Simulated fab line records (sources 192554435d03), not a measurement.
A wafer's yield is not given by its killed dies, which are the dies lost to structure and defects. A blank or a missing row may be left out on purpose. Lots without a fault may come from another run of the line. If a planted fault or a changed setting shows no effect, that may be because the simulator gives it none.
fab line records | flow n5Finfet
record lots=6 wafers=18 lastDay=17
route steps=1938 shown BEOL_M3@982 BEOL_M4@1021 PASSIVATION@1936
lots that met no fault: taken from a fault-free run of the same line
startH: hours from the record's opening day to when the first of the lot's shown wafers began | waitH: hours elapsed since this lot's preceding step | " repeats the value in the row above | L1.1+2: several wafers, shown together as one row | - no value, or no start was given | * or withheld: withheld | < > ~ a bound
route shown NAME@n: NAME is a module with steps in the file, n the number in the route of the first one | usual: average and standard deviation across the fault-free wafers | same: alike in all rows | chamber/n: place in a boat | sites: each site's reading | _std_site: their standard deviation | _edge_site: the outer-site mean with the inner-site mean subtracted | radiusMm: for every site, how far away it sits from the centre of the wafer | mask NAME#n: copy n | behind: the most recent tool/chamber to have shaped the wafer | hold: the reason the lot was held/the length of the hold in hours/how it ended | device: transistor that didn't switch, given as n, p or np | end of line: the route-end tests of the same wafers | a step without rows: its recipe alone | killed: the dies lost at the first sort to structure and to defects; this is not the yield of the wafer | map: per-die view of a wafer (x killed, . not killed, _ where there is no die)
set.NAME: setting as actually run; set.NAME@STEP: the setting as run at that earlier step | model.NAME: the simulator's own value behind a step, which no gauge read
a table for each step, a row for each wafer; lots at some steps of the route
services: a tool's chamber out of use, with start hour (startH, from the record's first day; less than 0 if before it), hours out, and reason
## steps
# step N5_BEOL_M3_STRIP_97
# recipe chemistry=N2/H2 timeS=10 powerW=450 tempC=40 pressureMtorr=20 rfFrequencyHz=6e+07 biasPowerW=7 n2FlowSccm=200 h2FlowSccm=200
# usual drypumpMotorCurrentA=5.8/0.58 oesProductAu=0.82/0.085 rfVppV=59.1/0.84 showerheadPlenumPTorr=2.51/0.057 throttleValvePct=23.7/0.3
# columns lot.wafer tool chamber startH waitH drypumpMotorCurrentA oesProductAu rfHoursCounterH rfVppV showerheadPlenumPTorr throttleValvePct
L618.1 rieDiel-05 0 - - 6.4 0.79 99 60.0 2.47 24.0
L618.2 " 3 " " 5.5 0.96 13 58.8 2.63 24.0
L618.3 " 1 " " 5.4 0.83 51 59.5 2.56 23.2
L620.2 rieDiel-01 2 - - 5.6 0.89 37 59.1 2.47 23.3
L620.3 " 0 " " 6.0 0.73 155 59.8 2.52 23.6
L620.4 " 1 " " 5.7 0.67 233 57.7 2.39 23.7
L624.1 rieDiel-01 3 - - 6.3 0.75 132 58.0 2.45 23.6
L624.2 " 2 " " 5.6 0.88 43 58.5 2.46 23.3
L624.4 " 1 " " 5.7 0.66 238 57.8 2.39 23.7
L626.1 rieDiel-03 2 - - 5.2 0.71 210 57.4 2.50 24.0
L626.4 " 3 " " 6.4 0.87 - 59.4 2.50 23.7
L626.6 " 1 " " 4.7 0.90 - 59.8 2.49 23.9
L633.1 rieDiel-01 3 - - 6.3 0.73 149 59.9 2.44 23.6
L633.3 " 2 " " 5.6 0.85 62 59.9 2.45 23.3
L633.5 " 1 " " 5.7 0.97 - 60.0 2.70 23.3
L636.2 rieDiel-05 2 - - 5.8 0.83 75 60.2 2.57 23.4
L636.3 " 0 " " 6.4 0.76 131 58.8 2.46 24.1
L636.6 " 2 " " 5.8 0.83 - 58.6 2.57 23.4
# step N5_BEOL_M3_OCD_MEAS_38
# usual trenchDepthNm=55.9/1.7
# columns lot.wafer tool chamber startH waitH trenchDepthNm
L618.1 ocd-01 - 175.53 - 56.6
L618.2 " - " " 58.6
L618.3 " - " " 53.9
L620.2 ocd-02 - 178.32 - 56.3
L620.3 " - " " 54.5
L620.4 " - " " 53.7
L624.1 ocd-01 - 200.82 - 53.6
L624.2 " - " " 56.7
L624.4 " - " " 54.3
L626.1 ocd-02 - 216.43 - 56.0
L626.4 " - " " 56.9
L626.6 " - " " 56.0
L633.1 ocd-02 - 256.55 - 53.1
L633.3 " - " " 56.2
L633.5 " - " " 57.7
L636.2 ocd-02 - 270.17 - 56.1
L636.3 " - " " 55.7
L636.6 " - " " 55.2
# step N5_BEOL_M3_HM_STRIP_39
# recipe chemistry=peroxideTinStrip material=TiN targetDepthA=250 tempC=50 timeS=158
# step N5_BEOL_M3_SRD_40
# recipe timeS=30 tempC=23 rinseLiquid=diw dry=ipaMarangoni
# step N5_BEOL_M3_PRECLEAN_42
# recipe chemistry=residueRemover timeS=60 tempC=40
# step N5_BEOL_M3_SRD_43
# recipe timeS=30 tempC=23 rinseLiquid=diw dry=ipaMarangoni
# step N5_BEOL_M3_CD_MEAS_35
# recipe targetCdNm=18 targetCdYNm=21 polarity=opening
# usual cdNm=18.1/0.49
# columns lot.wafer tool chamber startH waitH cdNm
L618.1 cdSem-02 - 175.68 0.0 18.5
L618.2 " - " " 18.3
L618.3 " - " " 18.5
L620.2 cdSem-03 - 178.47 0.0 18.0
L620.3 " - " " 17.8
L620.4 " - " " 17.6
L624.1 cdSem-01 - 200.98 0.0 17.4
L624.2 " - " " 18.5
L624.4 " - " " 18.1
L626.1 cdSem-01 - 216.58 0.0 17.5
L626.4 " - " " 18.6
L626.6 " - " " 18.0
L633.1 cdSem-02 - 256.71 0.0 18.6
L633.3 " - " " 17.7
L633.5 " - " " 18.9
L636.2 cdSem-03 - 270.32 0.0 18.1
L636.3 " - " " 18.9
L636.6 " - " " 17.6
# step N5_BEOL_M3_DEGAS_44
# recipe ambient=vacuum tempC=250 timeS=60
# usual heaterPowerW=325/31
# columns lot.wafer tool chamber startH waitH heaterPowerW
L618.1 pvdSputter-01 - 176.07 0.4 348
L618.2 " - " " 356
L618.3 " - " " 352
L620.2 pvdSputter-03 - 178.62 0.2 281
L620.3 " - " " 318
L620.4 " - " " 358
L624.1 pvdSputter-03 - 201.50 0.5 361
L624.2 " - " " 285
L624.4 " - " " 320
L626.1 pvdSputter-03 - 217.10 0.5 318
L626.4 " - " " 314
L626.6 " - " " 281
L633.1 pvdSputter-03 - 257.12 0.4 282
L633.3 " - " " 361
L633.5 " - " " 317
L636.2 pvdSputter-02 - 270.79 0.5 255
L636.3 " - " " 347
L636.6 " - " " 351
# step N5_BEOL_M3_PRE_CLEAN_45
# recipe gas=H2/He timeS=30 tempC=250
# step N5_BEOL_M3_ALD_84
# recipe material=TaN targetThkA=* tempC=275 aldPrecursorFamily=PDMAT aldCoReactant=NH3 pressureTorr=3 carrierFlowSccm=1500 pulseTimeS=2 purgeTimeS=3 coReactantPurgeTimeS=2 coReactantPulseTimeS=3 aldCycles=30 precursorVesselTempC=75 precursorVesselPressureTorr=26.25 precursorVesselCarrierSccm=1000
# step N5_BEOL_M3_SURFACE_TREAT_85
# recipe gas=Ar timeS=* ionEnergyEv=* ionCurrentMaCm2=0.5 pressureMtorr=* arFlowSccm=30
# step N5_BEOL_M3_CVD_47
# recipe material=Co targetThkA=30 tempC=withheld precursor=CCTBA/H2 pressureTorr=30 timeS=223.8
# step N5_BEOL_M3_SPUTTER_48
# recipe material=Cu targetThkA=45 tempC=-20 chamberPressurePa=0.07 powerW=withheld timeS=8.29
# usual throttleValvePct=29.8/1.1
# columns lot.wafer tool chamber startH waitH throttleValvePct
L618.1 pvdSputter-02 - 177.27 0.6 29.9
L618.2 " - " " 29.0
L618.3 " - " " 30.8
L620.2 pvdSputter-01 - 179.19 0.1 31.9
L620.3 " - " " 30.3
L620.4 " - " " 30.4
L624.1 pvdSputter-01 - 202.50 0.1 30.6
L624.2 " - " " 32.0
L624.4 " - " " 28.3
L626.1 pvdSputter-03 - 217.74 0.2 29.2
L626.4 " - " " 27.5
L626.6 " - " " 29.6
L633.1 pvdSputter-03 - 257.69 0.1 29.5
L633.3 " - " " 27.5
L633.5 " - " " 27.5
L636.2 pvdSputter-03 - 273.34 1.6 27.6
L636.3 " - " " 29.6
L636.6 " - " " 29.3
# step N5_BEOL_M3_ANNEAL_49
# recipe tempC=400 timeS=240 ambient=vacuum
# step N5_BEOL_M3_SPUTTER_79
# recipe material=Cu targetThkA=45 tempC=-20 chamberPressurePa=0.07 powerW=withheld timeS=8.29
# step N5_BEOL_M3_ANNEAL_80
# recipe tempC=400 timeS=240 ambient=vacuum
# step N5_BEOL_M3_SPUTTER_81
# recipe material=Cu targetThkA=45 tempC=-20 chamberPressurePa=0.07 powerW=withheld timeS=8.29
# step N5_BEOL_M3_ANNEAL_82
# recipe tempC=400 timeS=240 ambient=vacuum
# usual heaterPowerW=822/76
# columns lot.wafer tool chamber startH waitH heaterPowerW
L618.1 pvdSputter-02 - 177.79 0.0 889
L618.2 " - " " 849
L618.3 " - " " 734
L620.2 pvdSputter-01 - 179.71 0.0 866
L620.3 " - " " 862
L620.4 " - " " 892
L624.1 pvdSputter-01 - 203.02 0.0 883
L624.2 " - " " 869
L624.4 " - " " 875
L626.1 pvdSputter-03 - 218.26 0.0 888
L626.4 " - " " 678
L626.6 " - " " 783
L633.1 pvdSputter-03 - 258.21 0.0 786
L633.3 " - " " 688
L633.5 " - " " 686
L636.2 pvdSputter-03 - 273.86 0.0 705
L636.3 " - " " 769
L636.6 " - " " 792
# step N5_BEOL_M3_SPUTTER_86
# recipe material=Cu targetThkA=45 tempC=-20 chamberPressurePa=0.07 powerW=withheld timeS=8.29
# step N5_BEOL_M3_ANNEAL_87
# recipe tempC=400 timeS=240 ambient=vacuum
# step N5_BEOL_M3_SPUTTER_88
# recipe material=Cu targetThkA=45 tempC=-20 chamberPressurePa=0.07 powerW=withheld timeS=8.29
# usual throttleValvePct=29.8/1.1
# columns lot.wafer tool chamber startH waitH throttleValvePct
L618.1 pvdSputter-02 - 178.15 0.1 30.1
L618.2 " - " " 29.2
L618.3 " - " " 30.4
L620.2 pvdSputter-01 - 180.07 0.1 31.6
L620.3 " - " " 30.3
L620.4 " - " " 30.5
L624.1 pvdSputter-01 - 203.38 0.1 30.5
L624.2 " - " " 31.7
L624.4 " - " " 28.5
L626.1 pvdSputter-03 - 218.62 0.1 29.4
L626.4 " - " " 27.4
L626.6 " - " " 29.8
L633.1 pvdSputter-03 - 258.57 0.1 29.4
L633.3 " - " " 27.7
L633.5 " - " " 27.3
L636.2 pvdSputter-03 - 274.22 0.1 27.4
L636.3 " - " " 29.6
L636.6 " - " " 29.2
# step N5_BEOL_M3_ANNEAL_89
# recipe tempC=400 timeS=240 ambient=vacuum
# step N5_BEOL_M3_SPUTTER_90
# recipe material=Cu targetThkA=45 tempC=-20 chamberPressurePa=0.07 powerW=withheld timeS=8.29
# step N5_BEOL_M3_ANNEAL_91
# recipe tempC=400 timeS=240 ambient=vacuum
# step N5_BEOL_M3_SPUTTER_92
# recipe material=Cu targetThkA=45 tempC=-20 chamberPressurePa=0.07 powerW=withheld timeS=8.29
# step N5_BEOL_M3_ANNEAL_93
# recipe tempC=400 timeS=240 ambient=vacuum
# step N5_BEOL_M3_SPUTTER_94
# recipe material=Cu targetThkA=45 tempC=-20 chamberPressurePa=0.07 powerW=withheld timeS=8.29
# step N5_BEOL_M3_ANNEAL_95
# recipe tempC=400 timeS=240 ambient=vacuum
# step N5_BEOL_M3_SPUTTER_96
# recipe material=Cu targetThkA=45 tempC=-20 chamberPressurePa=0.07 powerW=withheld timeS=8.29
# step N5_BEOL_M3_ECD_50
# recipe material=Cu targetThkA=3000
# step N5_BEOL_M3_ANNEAL_51
# recipe tempC=225 timeS=90 ambient=N2
# step N5_BEOL_M3_CMP_52
# recipe stopOn=SiOC tOverpolishS=6.8 downForcePsi=1 platenRpm=50 clearingPlatenDownForcePsi=1.5 clearingPlatenRpm=50 postCmpClean=cuAlkaline targetThkNm=40 clearingPlatenPadVelocityMS=0.99484 padVelocityMS=0.99484
# step N5_BEOL_M3_PRE_CLEAN_60
# recipe gas=NH3/H2 timeS=15 tempC=* rfPowerW=300
# step N5_BEOL_M3_CO_CAP_55
# recipe material=Co targetThkA=20 tempC=200 precursor=CCTBA/H2 pressureTorr=30 timeS=102.1
# step N5_BEOL_M3_PRE_CLEAN_56
# recipe gas=NH3 timeS=15 tempC=withheld rfPowerW=300
# step N5_BEOL_M3_DEP_57
# recipe material=SiCN targetThkA=80 tempC=withheld precursor=3MS/NH3 pressureTorr=3 rfW=202 timeS=14
# usual showerheadPlenumPTorr=3.665/0.017 throttleValvePct=9.1/0.76
# columns lot.wafer tool chamber startH waitH showerheadPlenumPTorr throttleValvePct
L618.1 pecvd-02 1 180.28 0.0 3.688 10.4
L618.2 " 0 " " 3.665 8.5
L618.3 " 2 " " 3.651 8.2
L620.2 pecvd-02 0 181.93 0.0 3.669 8.6
L620.3 " 1 " " 3.680 10.3
L620.4 " 1 " " 3.702 10.1
L624.1 pecvd-04 2 205.24 0.0 3.667 9.1
L624.2 " 0 " " 3.654 8.6
L624.4 " 0 " " 3.660 8.6
L626.1 pecvd-02 2 220.54 0.0 3.638 8.6
L626.4 " 2 " " 3.649 8.6
L626.6 " 1 " " 3.693 10.5
L633.1 pecvd-03 2 261.74 0.0 3.653 8.6
L633.3 " 0 " " 3.682 10.4
L633.5 " 2 " " 3.654 8.7
L636.2 pecvd-04 1 276.09 0.0 3.674 9.1
L636.3 " 2 " " 3.673 8.9
L636.6 " 1 " " 3.671 9.1
# step N5_BEOL_M3_RS_MEAS_58
# recipe thkMeasGauge=four-point-probe reads=Co_of_BEOL_M3_CO_CAP_55+Cu_of_BEOL_M3_ECD_50+Co_of_BEOL_M3_CVD_47+TaN_of_BEOL_M3_ALD_84
# usual M3_RS=0.652/0.03
# columns lot.wafer tool chamber startH waitH M3_RS[ohm/sq]
L618.1 filmMetro-01 - 180.34 0.0 0.634
L618.2 " - " " 0.638
L618.3 " - " " 0.670
L620.2 filmMetro-02 - 182.00 0.1 0.632
L620.3 " - " " 0.679
L620.4 " - " " 0.638
L624.1 filmMetro-02 - 205.31 0.0 0.701
L624.2 " - " " 0.622
L624.4 " - " " 0.709
L626.1 filmMetro-01 - 220.61 0.0 0.661
L626.4 " - " " 0.615
L626.6 " - " " 0.667
L633.1 filmMetro-02 - 261.82 0.1 0.713
L633.3 " - " " 0.645
L633.5 " - " " 0.684
L636.2 filmMetro-02 - 276.16 0.1 0.637
L636.3 " - " " 0.628
L636.6 " - " " 0.600
# step N5_BEOL_M4_ILD_DEP_00
# recipe material=SiOC targetThkA=790 tempC=350 precursor=DEMS/O2 pressureTorr=5 rfW=500 timeS=15.3
# step N5_BEOL_M4_THK_MEAS_01
# recipe reads=SiOC_of_BEOL_M4_ILD_DEP_00
# usual M4_ILD_THK=79.3/1
# columns lot.wafer tool chamber startH waitH M4_ILD_THK[nm]
L618.1 filmMetro-02 - 180.47 0.0 78.3
L618.2 " - " " 80.2
L618.3 " - " " 79.7
L620.2 filmMetro-02 - 182.13 0.1 77.5
L620.3 " - " " 78.0
L620.4 " - " " 79.0
L624.1 filmMetro-02 - 205.44 0.0 79.3
L624.2 " - " " 78.4
L624.4 " - " " 81.0
L626.1 filmMetro-01 - 220.75 0.1 78.3
L626.4 " - " " 80.5
L626.6 " - " " 79.7
L633.1 filmMetro-02 - 261.97 0.1 78.8
L633.3 " - " " 80.6
L633.5 " - " " 80.3
L636.2 filmMetro-02 - 276.29 0.1 79.6
L636.3 " - " " 77.5
L636.6 " - " " 78.9
# step N5_BEOL_M4_PECVD_72
# recipe material=SiO2 targetThkA=160 tempC=400 precursor=TEOS/O2 pressureTorr=5.5 rfW=450 teosFlowSccm=53.8 gas=O2 flowSccm=3000 timeS=18
# step N5_PASSIVATION_PROBE_49
# usual defectLimitedYield=91.3/1.5 killed_at_M0_to_M3=35/8.7 killed_at_M4_up=14/5.5 killedAtContacts=11/5.6 killedAtFrontEnd=39/13 killedAtOther=3.7/2.2 killedDies=103/18 killedOnRim=14/4.4 killedOpen=69/14 killedShort=33/7.8 sort_bin_4_leakage=0.02/0.15 sort_bin_5_function=5.1/0.99 sort_bin_6_memory=3.3/0.67 sort_bin_8_speed=0.02/0.17 sortNPass=1077/18 sortYieldPct=91.2/1.5
# same grossDies=1180 killedAtBackSide=0
# columns lot.wafer tool chamber startH waitH defectLimitedYield[%] killed_at_M0_to_M3 killed_at_M4_up killedAtContacts killedAtFrontEnd killedAtOther killedDies killedOnRim killedOpen killedShort sort_bin_4_leakage[%] sort_bin_5_function[%] sort_bin_6_memory[%] sort_bin_8_speed[%] sortNPass sortYieldPct[%]
L620.2 prober-02 - 293.46 0.1 91.9 47 13 5 28 2 95 8 60 35 0 5.1 2.8 0 1085 91.9
L620.3 prober-02 - 293.51 0.1 93.1 29 20 5 27 0 81 10 57 24 0 3.6 3.2 0 1099 93.1
L620.4 prober-02 - 293.56 0.2 95.0 22 11 6 15 5 59 5 38 21 0 2.0 2.9 0 1121 95.0
L624.1 prober-01 - 312.86 0.0 93.2 20 11 16 33 0 80 11 56 24 0 4.2 2.1 0 1100 93.2
L624.2 prober-01 - 312.91 0.1 88.3 37 12 22 63 4 138 9 99 34 0 6.6 4.2 0 1042 88.3
L624.4 prober-01 - 313.01 0.2 91.4 31 18 8 40 5 102 13 72 30 0 4.7 3.6 0 1078 91.4
L626.1 prober-01 - 352.38 0.0 89.9 44 13 4 56 2 119 13 80 39 0 5.3 4.6 0 1061 89.9
L626.4 prober-01 - 352.53 0.2 91.2 33 11 8 51 1 104 16 74 30 0 5.1 3.4 0 1076 91.2
L626.6 prober-01 - 352.63 0.3 92.3 39 16 6 29 1 91 10 60 29 0 5.1 2.4 0 1089 92.3
L633.1 prober-01 - 377.95 0.0 89.1 90 12 3 20 4 129 30 39 21 0 6.5 2.2 0 1051 89.1
L633.3 prober-01 - 378.05 0.1 83.6 148 9 17 11 9 194 25 36 17 0 8.9 3.6 0 986 83.6
L633.5 prober-01 - 378.15 0.2 82.3 174 13 4 13 5 209 26 49 14 0 9.8 3.6 0 971 82.3
L636.2 prober-02 - 412.47 0.1 79.2 165 11 12 55 2 245 26 71 36 0.08 12.2 4.1 0 934 79.2
L636.3 prober-02 - 412.52 0.1 84.8 108 8 15 46 2 179 35 67 42 0 9.1 3.3 0 1001 84.8
L636.6 prober-02 - 412.67 0.3 85.5 100 11 10 46 4 171 23 57 36 0 7.4 3.3 0 1009 85.5
# killed by level:class
L620.2 BEOL_M0_SAQP:geometricParticle:open=19 BEOL_M0_SAQP:geometricParticle:short=17 BEOL_M4:geometricParticle:open=6 FIN_SAQP:geometricParticle:open=5 BEOL_M1:geometricParticle:open=5 STARTING-WAFER:geometricParticle:open=5 FIN_SAQP:geometricParticle:short=4 BEOL_M6:geometricParticle:open=3
L620.3 BEOL_M0_SAQP:geometricParticle:short=9 BEOL_M2:geometricParticle:open=8 BEOL_M4:geometricParticle:open=8 BEOL_M3:geometricParticle:open=7 STI_FIN_REVEAL:geometricParticle:open=6 MOL_CONTACT_COAG:geometricParticle:open=5 GATE_CUT:geometricParticle:open=5 BEOL_M5:geometricParticle:open=5
L620.4 BEOL_M0_SAQP:geometricParticle:short=9 MOL_CONTACT_COAG:geometricParticle:open=6 BEOL_M0_SAQP:geometricParticle:open=6 BEOL_M4:geometricParticle:open=5 PASS1_CAP:geometricParticle:open=5 FIN_SAQP:geometricParticle:open=3 GATE_CUT:geometricParticle:short=3 BEOL_M2:geometricParticle:open=2
L624.1 MOL_CONTACT_COAG:geometricParticle:open=12 BEOL_M2:geometricParticle:open=7 STARTING-WAFER:geometricParticle:short=6 GATE_CUT:geometricParticle:open=5 DUMMY_GATE:geometricParticle:open=4 MOL_CONTACT_COAG:geometricParticle:short=4 BEOL_M1:geometricParticle:open=4 BEOL_M7:geometricParticle:open=4
L624.2 FIN_SAQP:geometricParticle:open=17 MOL_CONTACT_COAG:geometricParticle:open=15 BEOL_M2:geometricParticle:open=12 DUMMY_GATE:geometricParticle:open=11 BEOL_M3:geometricParticle:open=10 GATE_CUT:geometricParticle:short=7 MOL_CONTACT_COAG:geometricParticle:short=7 FIN_SAQP:geometricParticle:short=5
L624.4 DUMMY_GATE:geometricParticle:open=12 BEOL_M1:geometricParticle:open=10 MOL_CONTACT_COAG:geometricParticle:open=7 GATE_CUT:geometricParticle:short=6 BEOL_M2:geometricParticle:open=6 FIN_SAQP:geometricParticle:open=5 BEOL_M0_SAQP:geometricParticle:short=5 BEOL_M4:geometricParticle:open=5
L626.1 STI_FIN_REVEAL:geometricParticle:open=16 GATE_CUT:geometricParticle:short=12 BEOL_M2:geometricParticle:open=12 BEOL_M4:geometricParticle:open=10 BEOL_M3:geometricParticle:open=6 FIN_SAQP:geometricParticle:open=5 GATE_CUT:geometricParticle:open=5 BEOL_M0_SAQP:geometricParticle:short=5
L626.4 FIN_SAQP:geometricParticle:open=16 STI_FIN_REVEAL:geometricParticle:open=12 BEOL_M0_SAQP:geometricParticle:open=12 BEOL_M0_SAQP:geometricParticle:short=9 MOL_CONTACT_COAG:geometricParticle:open=8 BEOL_M4:geometricParticle:open=7 SPACER0:geometricParticle:open=5 FIN_SAQP:geometricParticle:short=4
L626.6 BEOL_M0_SAQP:geometricParticle:short=11 BEOL_M0_SAQP:geometricParticle:open=10 FIN_SAQP:geometricParticle:open=7 STI_FIN_REVEAL:geometricParticle:open=7 MOL_CONTACT_COAG:geometricParticle:open=6 BEOL_M3:geometricParticle:open=6 BEOL_M4:geometricParticle:short=6 BEOL_M1:geometricParticle:open=5
L633.1 BEOL_M3:unspecified=67 BEOL_M2:geometricParticle:open=6 STARTING-WAFER:geometricParticle:short=5 STI_FIN_REVEAL:geometricParticle:open=4 BEOL_M1:geometricParticle:open=4 FIN_SAQP:geometricParticle:open=3 BEOL_M0_SAQP:geometricParticle:short=3 BEOL_M0_SAQP:geometricParticle:open=3
L633.3 BEOL_M3:unspecified=138 MOL_CONTACT_COAG:geometricParticle:open=13 MOL_CONTACT_COAG:geometricParticle:short=4 FIN_SAQP:geometricParticle:open=3 BEOL_M3:geometricParticle:open=3 BEOL_M4:geometricParticle:open=3 MIM_TOP_ETCH:geometricParticle:open=3 PASS1_CAP:geometricParticle:short=3
L633.5 BEOL_M3:unspecified=146 BEOL_M3:geometricParticle:open=9 BEOL_M0_SAQP:geometricParticle:open=7 BEOL_M2:geometricParticle:open=7 STI_FIN_REVEAL:geometricParticle:open=4 STI_FIN_REVEAL:geometricParticle:short=4 MOL_CONTACT_COAG:geometricParticle:open=4 BEOL_M5:geometricParticle:open=4
L636.2 BEOL_M3:unspecified=136 STI_FIN_REVEAL:geometricParticle:open=14 FIN_SAQP:geometricParticle:short=12 MOL_CONTACT_COAG:geometricParticle:open=11 FIN_SAQP:geometricParticle:open=8 BEOL_M1:geometricParticle:open=8 BEOL_M3:geometricParticle:open=6 DUMMY_GATE:geometricParticle:open=5
L636.3 BEOL_M3:unspecified=70 MOL_CONTACT_COAG:geometricParticle:open=12 FIN_SAQP:geometricParticle:short=10 BEOL_M1:geometricParticle:open=9 STI_FIN_REVEAL:geometricParticle:open=8 BEOL_M0_SAQP:geometricParticle:short=8 FIN_SAQP:geometricParticle:open=7 DUMMY_GATE:geometricParticle:open=7
L636.6 BEOL_M3:unspecified=69 STI_FIN_REVEAL:geometricParticle:open=11 HKMG_FIN:areaEtch=9 MOL_CONTACT_COAG:geometricParticle:open=8 BEOL_M2:geometricParticle:open=6 BEOL_M0_SAQP:geometricParticle:short=5 BEOL_M3:geometricParticle:open=5 GATE_CUT:geometricParticle:short=4
# map L633.5 (x killed, . not)
_________________............________________
______________.................x_____________
___________..........x.............__________
__________.......x.................._________
________.............................._______
_______...................x........x..x______
______....x.......x.............x...xxxx_____
_____..........................x..xxxxxxx____
____.......x........x...x.....xxxxxxxxxxxx___
___x...............x..xx......xxxxxxxxxxxxx__
___.........xx................xxxxxxxxxxxxx__
__.......x................x.xxxxxxxxxxxxxxxx_
__...........................xxxxxxxxxxxxxxx_
_........................x..x.xxxxxxxxxxxxxxx
_.......................xx....x.xxxxxxxxxxxxx
_..............................xxxxxxxxxxxxxx
_................x..........x.x.xxxxxxxxx.x..
_....x....x....................x....xxxxxx...
_.........x........................x......x..
_..................x...x.........x.x.........
_................x...........................
__...............x...............x.........._
__.......x....x...x........x....x..........x_
___........................x..........x....__
___.....................x......x.....x.....__
____.......xx....................x........___
_____............x.......................____
______.................................._____
_______.....x......x..............x....______
________..x...............x..........._______
__________.........................._________
___________..x.xx...xx.........x...__________
______________..............x.x._____________
_________________.....x......________________
# map L636.2 (x killed, . not)
_________________............________________
______________x....x............_____________
___________....xx..................__________
__________..x.....x...x............._________
________...............xx.x....x..x.x._______
_______...............xx...x.........xx______
______...........................x..xxxx_____
_____...............x.x.x..x.....xxxxxxxx____
____x...................x......xxxxxxxxxxx___
___.....x...x.........x.........xxxxxxxxxxx__
___x...x.......x......x.....x.xxxxxxxxxxxxx__
__xx...x.....x.x..............xxxxxxxxxxxxxx_
__...........................xxxxxxxxxxxxxxx_
_.........x........x..........xxxxxxxxxxxxxx.
_..x.........................x.xxxxxxxxxxxxx.
_...x...........xx.x..........xxxxxxxxxxxxx..
_.......................x........x.xxxxxxxxx.
_........x...x.xx...............xx..xxxxxxx..
_..................x.........x..xx....x..xxx.
_....x...xx..xx...x.............x.......x.x..
_...x....x........x.............xx..x...x....
__.........x...........x..............x....._
__...x.x......x..x.........................._
___........x...........x.......x...........__
___.........x...x.....x....................__
____..........xxx....x........x..x........___
_____x........x....x....................x____
______.........x..x..............x......_____
_______...............x.x..............______
________.............................._______
__________...........x.............._________
___________....x........x.x........__________
______________..x...........x..._____________
_________________.....x......________________
## services
# columns tool chamber startH hours kind
pecvd-02 - 156.71 0.9 repair
rieDiel-05 3 157.68 15.8 repair
pvdSputter-01 - 166.67 1.7 repair
pecvd-03 - 174.60 0.8 pm
pecvd-03 - 182.50 5.7 repair
pecvd-04 1 186.97 5.1 repair
pecvd-03 2 209.27 11.5 repair
pecvd-03 1 212.26 4.4 repair
pecvd-04 0 213.15 5.5 scheduledDown
rieDiel-03 0 214.92 - clean
rieDiel-03 0 214.92 - consumableReplace:focusRing
rieDiel-03 0 214.92 18.6 scheduledDown
rieDiel-05 3 215.50 3.4 repair
pecvd-04 - 216.52 1.1 repair
rieDiel-05 1 223.62 5.1 repair
pecvd-04 0 230.12 17.9 repair
rieDiel-01 1 235.70 - clean
rieDiel-01 1 235.70 - consumableReplace:focusRing
rieDiel-01 1 235.70 - consumableReplace:showerhead
rieDiel-01 1 235.70 14.6 scheduledDown
rieDiel-01 1 235.70 14.6 ventCycle
pecvd-03 1 244.59 14.5 repair
rieDiel-01 3 248.54 4.6 repair
rieDiel-03 - 271.79 0.6 repair
## key
firstSign step=N5_PASSIVATION_PROBE_49 reading=killed_at_M0_to_M3 direction=up sigmas=11 usual=35 struck=131
effect step=N5_PASSIVATION_PROBE_49 reading=killedDies direction=up sigmas=4.8 usual=103 struck=188
moreKillsBornAt N5_BEOL_M3_SPUTTER_48@pvdSputter-03=626
metAt N5_BEOL_M3_SPUTTER_48
struckWafers L633.1,L633.3,L633.5,L636.2,L636.3,L636.6
onsetBetween 217.74 257.69
alsoFits time
fault kind=chamberParticleSource tool=pvdSputter-03 chamber=- onsetH=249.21 steps=N5_BEOL_M3_SPUTTER_48 ratePerVisitCm2=1.803 endH=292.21
